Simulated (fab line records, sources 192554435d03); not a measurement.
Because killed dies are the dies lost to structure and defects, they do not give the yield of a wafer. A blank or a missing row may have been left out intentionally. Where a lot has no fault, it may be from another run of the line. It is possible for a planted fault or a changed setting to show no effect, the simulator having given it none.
Matching of chambers | flow n5_finfet | N5_BEOL_M8_CMP_52 on cmp-01 has 4 sister chambers
The step polishes, stops on SiCOH lowk, t overpolish 6.9 s, target thk 80 nm. 8 wafers are shown with their chamber, then 8 later ones without.

## WAFERS PAIRED WITH THEIR CHAMBERS
wafer  | chamber | motor_current_A (A) | time_to_endpoint_s (s)
L079.3 | 1       | 6.4                 | 60.4
L079.6 | 2       | 5.5                 | 62.9
L087.5 | 1       | 6.2                 | 60.0
L085.3 | 3       | 5.4                 | 67.0
L085.6 | 2       | 5.4                 | 60.9
L092.2 | 3       | 5.7                 | 63.8
L092.6 | 0       | 7.2                 | 62.0
L090.1 | 0       | 7.1                 | 62.0

## WAFERS WITH NO CHAMBER GIVEN
wafer  | motor_current_A (A) | time_to_endpoint_s (s)
L090.3 | 5.7                 | 65.3
L090.5 | 6.3                 | 62.3
L095.1 | 5.4                 | 65.2
L095.4 | 5.5                 | 65.1
L095.6 | 5.9                 | 62.9
L097.1 | 5.6                 | 67.5
L097.3 | 6.1                 | 58.6
L097.6 | 5.4                 | 63.3

## WHICH CHAMBER EACH ONE RAN IN
wafer  | from the rows above          | in truth
L090.3 | 3                            | 3
L090.5 | 1                            | 1
L095.1 | can't be placed: 3 or 2      | 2
L095.4 | can't be placed: 3 or 2      | 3
L095.6 | can't be placed: 3 or 2 or 1 | 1
L097.1 | 3                            | 3
L097.3 | 1                            | 1
L097.6 | can't be placed: 2 or 3      | 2
4 of 8 placed correctly. Can't be placed from these rows: 4 (the true chamber is among the candidates in 4). 0 placed wrongly.
How it was worked out, from the rows above alone: a wafer's distance from a chamber is the root of the sum, over the readings, of the square of ((its reading less the chamber's mean) divided by the reading's scatter). If the next closest chamber is less than 2 further off than the closest, the wafer can't be placed; otherwise it belongs to the closest. A chamber's mean is the mean of its shown wafers. The scatter is the square root of a quotient: the sum, over the shown wafers, of each reading's squared deviation from its chamber's mean, divided by wafers minus chambers.
